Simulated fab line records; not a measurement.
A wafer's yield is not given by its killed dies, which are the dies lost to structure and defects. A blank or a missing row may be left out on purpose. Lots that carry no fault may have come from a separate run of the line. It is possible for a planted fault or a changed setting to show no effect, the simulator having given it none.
What tool caused it?	flow n5_finfet	Sampling: 24 lots, 72 wafers, 4 of 1938 route steps

== WHAT EACH GAUGE READ, for each wafer ==
N5_HKMG_FIN_INSPECT_28: inspects for defects (darkfield). Usual: raw_defect_count at 43, with a standard deviation of 17.
lot	measured	on	raw_defect_count	flag
L074	day 4 08:46	defect_inspect-02	27 58 36	
L075	day 4 16:44	defect_inspect-02	62 34 34	
L076	day 4 19:15	defect_inspect-01	43 57 40	
L077	day 5 05:13	defect_inspect-01	48 33 31	
L079	day 5 13:44	defect_inspect-01	33 107 73	
L078	day 5 16:25	defect_inspect-01	56 45 53	
L080	day 5 22:47	defect_inspect-02	31 40 30	
L081	day 6 06:43	defect_inspect-02	56 51 35	
L082	day 6 15:32	defect_inspect-01	41 51 38	
L083	day 6 16:56	defect_inspect-02	41 53 76	
L084	day 6 22:47	defect_inspect-01	26 36 30	
L085	day 7 05:30	defect_inspect-01	43 21 38	
L086	day 7 14:01	defect_inspect-02	40 31 33	
L087	day 7 16:32	defect_inspect-02	56 51 37	
L088	day 8 01:24	defect_inspect-01	12 51 34	
L089	day 8 05:48	defect_inspect-01	29 14 39	
L090	day 8 14:16	defect_inspect-01	48 78 25	
L091	day 8 16:56	defect_inspect-02	31 28 89	
L092	day 8 21:07	defect_inspect-02	46 26 32	
L093	day 9 06:56	defect_inspect-02	45 51 82	
L094	day 9 09:01	defect_inspect-02	52 38 56	
L095	day 9 18:20	defect_inspect-02	37 25 16	
L096	day 9 21:55	defect_inspect-01	69 50 89	
L097	day 10 04:18	defect_inspect-02	44 33 32	

N5_GATE_CUT_OVL_MEAS_14. Usual: GATE_CUT_OVL typically reads 0.1 nm, with standard deviation 0.64.
lot	measured	on	GATE_CUT_OVL (nm)	flag
L074	day 4 12:26	overlay-01	0.3 -0.5 -0.1	
L075	day 4 21:32	overlay-02	0.8 -0.2 0.2	
L076	day 4 23:26	overlay-02	-0.7 0.0 -0.1	
L077	day 5 09:01	overlay-01	-0.5 -0.3 -1.1	
L079	day 5 17:28	overlay-01	0.8 1.1 0.1	
L078	day 5 20:01	overlay-02	-0.9 0.0 0.8	
L080	day 6 02:24	overlay-02	1.3 0.8 0.5	
L081	day 6 10:19	overlay-01	1.0 0.0 0.1	
L082	day 6 19:29	overlay-01	0.1 0.7 -0.5	
L083	day 6 20:40	overlay-01	0.7 0.0 -0.7	
L084	day 7 02:43	overlay-01	0.8 1.0 0.9	
L085	day 7 09:17	overlay-02	0.8 0.0 -1.0	
L086	day 7 17:53	overlay-01	0.5 0.9 0.1	
L087	day 7 20:22	overlay-01	1.1 0.3 0.7	
L088	day 8 05:08	overlay-01	0.7 0.7 0.4	
L089	day 8 09:43	overlay-02	-0.8 0.3 0.1	
L090	day 8 18:04	overlay-02	0.4 0.6 -0.4	
L091	day 8 21:02	overlay-01	1.3 0.2 -0.1	
L092	day 9 01:31	overlay-01	0.3 0.3 -0.8	
L093	day 9 10:45	overlay-02	-0.2 -0.4 0.0	
L094	day 9 12:57	overlay-01	-0.2 -0.5 -1.1	
L095	day 9 21:56	overlay-01	-0.2 0.3 -0.3	
L096	day 10 01:41	overlay-01	0.9 0.4 0.0	
L097	day 10 08:17	overlay-02	0.2 -0.7 -1.3	

== WHAT TOOL EACH LOT RAN ON (gives the tool, then ch and the chambers of the sampled wafers, and finally the start) ==
lot	N5_HKMG_FIN_ETCH_67	N5_GATE_CUT_ETCH_56
L074	rie_diel-06 ch 0,2,3, day 4 06:44	rie_metal-03 ch 0,1, day 4 08:57
L075	rie_diel-03 ch 1,3, day 4 14:43	rie_metal-01 ch 0,1, day 4 16:53
L076	rie_diel-05 ch 0,1,3, day 4 17:08	rie_metal-01 ch 0,1, day 4 19:25
L077	rie_diel-05 ch 1,2,3, day 5 03:14	rie_metal-01 ch 0,1, day 5 05:22
L079	rie_diel-03 ch 1,2,3, day 5 11:42	rie_metal-02 ch 1, day 5 13:53
L078	rie_diel-05 ch 0,1,3, day 5 13:47	rie_metal-01 ch 0,1, day 5 16:34
L080	rie_diel-05 ch 0,1, day 5 20:43	rie_metal-02 ch 0,1, day 5 22:57
L081	rie_diel-03 ch 0,2,3, day 6 04:26	rie_metal-02 ch 0,1, day 6 06:52
L082	rie_diel-05 ch 0,3, day 6 13:30	rie_metal-03 ch 0, day 6 15:49
L083	rie_diel-06 ch 1,2, day 6 14:55	rie_metal-01 ch 0,1, day 6 17:05
L084	rie_diel-03 ch 1,2,3, day 6 20:32	rie_metal-03 ch 0,1, day 6 22:56
L085	rie_diel-06 ch 1,2, day 7 03:29	rie_metal-02 ch 0,1, day 7 05:41
L086	rie_diel-06 ch 0,1,2, day 7 12:01	rie_metal-02 ch 0,1, day 7 14:11
L087	rie_diel-06 ch 1,2,3, day 7 14:33	rie_metal-01 ch 0,1, day 7 16:41
L088	rie_diel-06 ch 0,1,3, day 7 23:25	rie_metal-01 ch 0,1, day 8 01:33
L089	rie_diel-03 ch 0,2,3, day 8 03:48	rie_metal-03 ch 0,1, day 8 05:57
L090	rie_diel-06 ch 2,3, day 8 12:16	rie_metal-03 ch 0,1, day 8 14:25
L091	rie_diel-06 ch 0,1, day 8 14:57	rie_metal-02 ch 0,1, day 8 17:05
L092	rie_diel-03 ch 0,1,3, day 8 19:07	rie_metal-03 ch 0,1, day 8 21:16
L093	rie_diel-05 ch 1,2, day 9 04:57	rie_metal-02 ch 0,1, day 9 07:08
L094	rie_diel-03 ch 1,2, day 9 07:02	rie_metal-01 ch 0,1, day 9 09:10
L095	rie_diel-06 ch 0,1,2, day 9 16:20	rie_metal-02 ch 1, day 9 18:29
L096	rie_diel-05 ch 0,2,3, day 9 19:56	rie_metal-02 ch 0,1, day 9 22:04
L097	rie_diel-03 ch 0,1,3, day 10 02:19	rie_metal-03 ch 0,1, day 10 04:28
- N5_HKMG_FIN_ETCH_67: etches SOC in N2/H2, stops on TiN, target depth 388.9 nm.
- N5_GATE_CUT_ETCH_56: etches TiN in Cl2/Ar, target depth 21.6 nm.

== AS READ BY THE TOOLS THEMSELVES (means over the sampled wafers that have a number; for cases with no such wafer, the mark the record gives instead) ==
N5_HKMG_FIN_ETCH_67. Usual: drypump_motor_current_A 5.8 A, standard deviation 0.37; oes_product_au 0.77 a.u., standard deviation 0.099; rf_vpp_V 240.4 V, standard deviation 1.7; showerhead_plenum_p_Torr 2.52 Torr, standard deviation 0.11; throttle_valve_pct 17.87 %, standard deviation 0.27.
lot	tool	drypump_motor_current_A (A)	oes_product_au (a.u.)	rf_vpp_V (V)	showerhead_plenum_p_Torr (Torr)	throttle_valve_pct (%)	flag
L074	rie_diel-06	6.2	0.75	239.9	2.50	17.86	
L075	rie_diel-03	6.0	0.73	242.8	2.64	18.24	
L076	rie_diel-05	5.7	0.70	238.6	2.41	17.86	
L077	rie_diel-05	5.7	0.69	238.2	2.41	17.73	
L079	rie_diel-03	6.1	0.74	241.1	2.55	18.12	
L078	rie_diel-05	5.7	0.69	240.1	2.41	17.88	
L080	rie_diel-05	5.5	0.71	239.0	2.41	18.06	
L081	rie_diel-03	6.0	0.75	240.8	2.52	17.89	
L082	rie_diel-05	5.6	0.70	239.3	2.40	17.99	
L083	rie_diel-06	5.7	0.84	242.3	2.64	17.82	
L084	rie_diel-03	6.0	0.73	240.8	2.55	18.14	
L085	rie_diel-06	6.0	0.75	241.2	2.58	17.93	
L086	rie_diel-06	5.8	0.80	240.9	2.56	17.80	
L087	rie_diel-06	6.1	0.84	241.2	2.57	17.80	
L088	rie_diel-06	5.9	0.88	240.5	2.56	17.68	
L089	rie_diel-03	5.9	0.74	240.1	2.51	17.93	
L090	rie_diel-06	6.3	0.95	239.7	2.50	17.63	
L091	rie_diel-06	5.6	0.82	240.6	2.53	17.71	
L092	rie_diel-03	5.8	0.79	241.9	2.60	17.94	
L093	rie_diel-05	5.8	0.77	241.1	2.51	17.53	
L094	rie_diel-03	6.1	0.79	239.4	2.42	18.07	
L095	rie_diel-06	5.8	0.86	240.7	2.55	17.71	
L096	rie_diel-05	5.5	0.86	241.8	2.61	17.76	
L097	rie_diel-03	5.9	0.78	241.4	2.59	17.95	

N5_GATE_CUT_ETCH_56. Usual: drypump_motor_current_A 5.87 A, standard deviation 0.26; oes_ar_750_au 0.80 a.u., standard deviation 0.087; oes_product_au 0.81 a.u., standard deviation 0.089; throttle_valve_pct 20.75 %, standard deviation 0.23.
lot	tool	drypump_motor_current_A (A)	oes_ar_750_au (a.u.)	oes_product_au (a.u.)	throttle_valve_pct (%)	flag
L074	rie_metal-03	5.95	0.68	0.67	20.92	
L075	rie_metal-01	5.90	0.77	0.76	20.92	
L076	rie_metal-01	5.68	0.74	0.74	20.80	
L077	rie_metal-01	5.65	0.75	0.74	20.81	
L079	rie_metal-02	6.13	0.74	0.75	20.65	
L078	rie_metal-01	5.67	0.74	0.74	20.81	
L080	rie_metal-02	5.84	0.85	0.86	20.80	
L081	rie_metal-02	5.97	0.79	0.80	20.72	
L082	rie_metal-03	5.79	0.86	0.87	20.34	
L083	rie_metal-01	5.65	0.74	0.74	20.81	
L084	rie_metal-03	5.89	0.89	0.90	20.52	
L085	rie_metal-02	5.87	0.84	0.86	20.79	
L086	rie_metal-02	5.84	0.84	0.85	20.81	
L087	rie_metal-01	5.68	0.73	0.73	20.81	
L088	rie_metal-01	5.92	0.75	0.75	20.93	
L089	rie_metal-03	5.87	0.87	0.89	20.51	
L090	rie_metal-03	5.97	0.90	0.90	20.69	
L091	rie_metal-02	5.82	0.82	0.82	20.82	
L092	rie_metal-03	5.93	0.89	0.91	20.70	
L093	rie_metal-02	5.98	0.76	0.77	20.75	
L094	rie_metal-01	5.88	0.74	0.74	20.94	
L095	rie_metal-02	6.11	0.72	0.72	20.67	
L096	rie_metal-02	5.99	0.76	0.78	20.74	
L097	rie_metal-03	5.97	0.88	0.89	20.70	

== THE ANSWER, worked out from the rows above alone ==
Rule: take the mean of a lot's wafers that have a number; if it is more than 3 standard deviations from the usual mean, the lot is off. Also off: a lot with no number at a reading for which 4 or more lots have one. The other lots that the step has rows for count as sound. Order of review: gauges by route order, followed by the tools' own readings, for which a lot's mean as printed above is used. At the first step where some lot is off, the reading lying furthest off is the one used; lots without a number count as furthest.
No lot is off at any reading shown: from this, nothing can be told.

== WHAT WAS PUT IN BY THE SIMULATOR ==
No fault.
